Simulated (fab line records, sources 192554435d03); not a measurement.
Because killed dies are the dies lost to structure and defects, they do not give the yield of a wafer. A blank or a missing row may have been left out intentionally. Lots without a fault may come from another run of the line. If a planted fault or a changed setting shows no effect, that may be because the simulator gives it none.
A lot that was struck, set against a sound lot :: flow n5_finfet :: 18 out of 1938 route steps
Sound: the wafers L442.2, L442.4, L442.5. Struck: wafer L457.3 (left out: L457.1, a lot-mate that was not struck); the cause follows at the end.
Per side, at each step with rows, come the tool, then ch with its chambers, and then its first start. Under that, the readings that differ: sound wafers :: struck wafers :: difference of the means :: sigmas: that difference in standard deviations of wafers without a fault.
alike: readings with means less than 2 such deviations apart, plus words and numbers identical on both sides. not compared: withheld readings, readings lacking a value on some wafer, bounds such as >300 that could conceal the same value, and numbers that have no deviation in the record and whose values overlap.
A row with sigmas, a row that says differs or no value, or rows on one side alone: a step with any of these is where the two part. Numbers that have no deviation but don't overlap get no sigmas and don't part them. A reading missing from all wafers of one side parts the sides only when that side holds two or more wafers.

first, 4 steps without rows for these wafers: N5_BEOL_M1_SOFTBAKE_23 (time 60 s); N5_BEOL_M1_EXPOSE_25 (exposes mask V0, defocus 5 nm, target cd 24 nm); N5_BEOL_M1_PEB_26 (peb time 60 s); N5_BEOL_M1_DEVELOP_27 (develop time 30 s).
N5_BEOL_M1_CD_MEAS_28: target cd y 23.3 nm.
  sound on cd_sem-01 ch 0, day 6 11:33; struck on cd_sem-02 ch 0, day 10 02:34
  alike: cd_nm
N5_BEOL_M1_OVL_MEAS_29:
  sound on overlay-02 ch 0, day 6 11:35; struck on overlay-02 ch 0, day 10 02:35
  alike: V0_OVL
N5_BEOL_M1_INSPECT_30: inspects for defects (brightfield).
  sound on defect_inspect-02, day 6 11:38; struck on defect_inspect-01, day 10 02:39
reading: raw_defect_count
sound: 463 541 605
struck: 299
difference: -237
sigmas: -3
N5_BEOL_M1_DESCUM_33: chemistry O2, time 7 s.
  sound on rie_diel-02 ch 0,2,3, day 6 11:49; struck on rie_diel-06 ch 3, day 10 02:44
reading: drypump_motor_current_A (A)
sound: 6.5 5.4 6.8
struck: 4.9
difference: -1.3
sigmas: -2
  alike: chamber_pressure_mTorr, oes_product_au, rf_vpp_V, showerhead_plenum_p_Torr, throttle_valve_pct
  not compared: rf_hours_counter_h
N5_BEOL_M1_ETCH_77: etches underlayer in N2/H2, target depth 6.5 nm, time 5.2 s.
  sound on rie_diel-02 ch 0,2,3, day 6 11:50; struck on rie_diel-06 ch 3, day 10 02:46
reading: drypump_motor_current_A (A)
sound: 6.6 5.4 6.8
struck: 4.9
difference: -1.4
sigmas: -2
  alike: chamber_pressure_mTorr, etch_rf_on_time_s, h2_flow_sccm, oes_product_au, rf_vpp_V, showerhead_plenum_p_Torr, throttle_valve_pct
  not compared: rf_hours_counter_h
N5_BEOL_M1_ETCH_69: etches SiARC in CF4, target depth 15.6 nm, time 26 s.
  sound on rie_diel-02 ch 0,2,3, day 6 11:52; struck on rie_diel-06 ch 3, day 10 02:47
reading: drypump_motor_current_A (A)
sound: 6.5 5.4 6.8
struck: 4.9
difference: -1.3
sigmas: -2
  alike: chamber_pressure_mTorr, etch_rf_on_time_s, oes_product_au, rf_vpp_V, showerhead_plenum_p_Torr, throttle_valve_pct
  not compared: rf_hours_counter_h
N5_BEOL_M1_ALD_98: deposits SiO2, target thk 2.5 nm, pulse time 1 s, co reactant pulse time 1 s.
  sound on ald_sin-03 ch 1,2,3, day 6 11:56; struck on ald_sin-03 ch 2, day 10 03:41
  alike: heater_power_w, precursor_pulse_height_rel
N5_BEOL_M1_ETCHBACK_99: etches SiO2 in CHF3, target depth 5 nm, time 10.4 s.
  sound on rie_diel-02 ch 1,2,3, day 7 03:09; struck on rie_diel-06 ch 3, day 10 05:01
reading: drypump_motor_current_A (A)
sound: 6.4 6.5 6.8
struck: 4.9
difference: -1.7
sigmas: -3
  alike: chamber_pressure_mTorr, oes_product_au, rf_vpp_V, showerhead_plenum_p_Torr, throttle_valve_pct
  not compared: rf_hours_counter_h
N5_BEOL_M1_ETCH_70: etches SOC in N2/H2, target depth 80 nm, overetch 16 nm, time 120 s.
  sound on rie_diel-02 ch 1,2,3, day 7 03:11; struck on rie_diel-06 ch 3, day 10 05:02
reading: drypump_motor_current_A (A)
sound: 6.4 6.6 6.8
struck: 4.9
difference: -1.7
sigmas: -3

reading: model.SiARC_of_BEOL_M1_COAT_68.thk_nm (nm)
sound: 6 6.8 6.2
struck: 4.2
difference: -2.1
sigmas: 
  alike: chamber_pressure_mTorr, h2_flow_sccm, oes_product_au, rf_vpp_V, showerhead_plenum_p_Torr, throttle_valve_pct
  not compared: rf_hours_counter_h
then, 2 steps without rows for these wafers: N5_BEOL_M1_STRIP_71 (strips in N2/H2); N5_BEOL_M1_STRIP_78 (strips in N2/H2).
N5_BEOL_M1_VIA_ETCH_34: etches the open film in C4F6/O2, target depth 67.8 nm, time 64.4 s.
  sound on rie_diel-02 ch 1,2,3, day 7 03:17; struck on rie_diel-06 ch 3, day 10 05:08
reading: drypump_motor_current_A (A)
sound: 6.4 6.5 6.8
struck: 4.9
difference: -1.7
sigmas: -3

reading: model.BEOL_M1.cd_nm (nm)
sound: 18.2 18.2 18
struck: 19
difference: +1
sigmas: 
  alike: chamber_pressure_mTorr, oes_product_au, rf_vpp_V, showerhead_plenum_p_Torr, throttle_valve_pct
  not compared: rf_hours_counter_h
then, 1 step without rows for these wafers: N5_BEOL_M1_STRIP_83 (strips in C4F6/O2).
-- here the record skips 3 days between the struck wafers' starts before and after, leaving off in module BEOL_M1 and picking up in module BEOL_M4 (first step shown: number 1111 of the route) --
N5_BEOL_M4_RC_MEAS_101:
  sound on prober-02 ch 0, day 9 17:08; struck on prober-01 ch 0, day 13 04:33
  alike: DIBL_N, DIBL_P, IOFF_N, IOFF_P, ION_N, ION_P, SS_N, SS_P, VT_N, VT_P

## WHERE THEY PART
First at N5_BEOL_M1_INSPECT_30; last, within this record, at N5_BEOL_M1_VIA_ETCH_34. Later steps at which nothing parts them and some readings are alike: N5_BEOL_M4_RC_MEAS_101.

WHY: the cause the simulator had injected
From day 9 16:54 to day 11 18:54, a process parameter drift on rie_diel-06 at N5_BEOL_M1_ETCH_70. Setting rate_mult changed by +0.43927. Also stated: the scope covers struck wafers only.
